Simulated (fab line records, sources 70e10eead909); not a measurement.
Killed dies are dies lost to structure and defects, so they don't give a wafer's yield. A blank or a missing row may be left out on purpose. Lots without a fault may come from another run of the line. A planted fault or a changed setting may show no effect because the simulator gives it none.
Problem report in the 8D (eight disciplines) form, filled by code | flow nand_harc | the parts of the form that need people (team, actions taken, sign-off) are left out

1. THE PROBLEM
raw_defect_count at NHARC_P_GATE_INSPECT_28 reads a mean of 902 on 6 wafers of 2 lots; wafers without a fault read 7 with a standard deviation of 3.4. That is +99 or more standard deviations from the usual mean.
First seen on wafer L329.3, day 8 18:13, on defect_inspect-02. The record holds 33 wafers of 11 lots with a number at this step. Rule for "out", or "out of limits": more than 4 standard deviations from the usual mean. The other wafers with a number count as sound.

2. WHAT IT IS AND WHAT IT IS NOT
question                    | is                                   | is not
which readings at this step | raw_defect_count                     | -
which lots                  | L329, L330                           | L320, L323, L335, L338, L339, L340, L341, L342, L343
which wafers of those lots  | all that have a number               | -
read on which gauges        | defect_inspect-01, defect_inspect-02 | -
when                        | from day 8 18:13                     | up to then (6 sound wafers); but 21 sound wafers of L335, L338, L339, L340, L341, L342, L343 came after

3. SUSPECTS, AND WHAT RULES EACH OUT
Counting: a tool at a process step up to the reading stays a suspect if it ran every lot that is out and no sound lot after the first of them.
- the gauge at NHARC_P_GATE_INSPECT_28: ruled out. The wafers that are out were read on 2 gauges (defect_inspect-01, defect_inspect-02).
- wet_bench-06 at NHARC_P_GATE_ETCH_14 (etches SiO2 in dHF, target depth 48.8 nm): ruled out as a lasting fault. Sound lots L341 ran on it after its first lot that is out, L329 (day 8 02:38).
Left after counting: nothing in the record.

4. THE CAUSE (what the simulator had put in)
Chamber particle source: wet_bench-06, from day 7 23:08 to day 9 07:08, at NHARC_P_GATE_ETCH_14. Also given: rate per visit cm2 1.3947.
Counting ruled it out, wrongly: the rule takes a fault to strike every lot that its tool runs from its start on, and this one did not.

5. THE CHAIN OF EFFECTS, in route order
Each row: a reading whose mean over the struck wafers that have a number lies more than 3 standard deviations from the usual. Only readings for which the record gives a usual standard deviation are gone through. hours: the time from each lot's start at the first step in this table that gives one to its start at this step, as a median over the lots. sigmas: the change in usual standard deviations.
hours | step                    | reading             | usual | on struck wafers | change | sigmas
0     | NHARC_P_GATE_INSPECT_28 | raw_defect_count    | 7     | 902              | +895   | +99 or more
19    | NHARC_P_GATE_INSPECT_68 | raw_defect_count    | 190   | 1154             | +964   | +16
463   | NHARC_END_SORT_01       | killed_at_periphery | 5     | 88               | +83    | +24
463   | NHARC_END_SORT_01       | killed_dies         | 64    | 136              | +72    | +3.3

6. WHAT WOULD HAVE CAUGHT IT SOONER
In this record the first reading out of limits at a measuring or inspecting step was taken at day 8 18:13, 19 hours after the fault began at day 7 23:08.
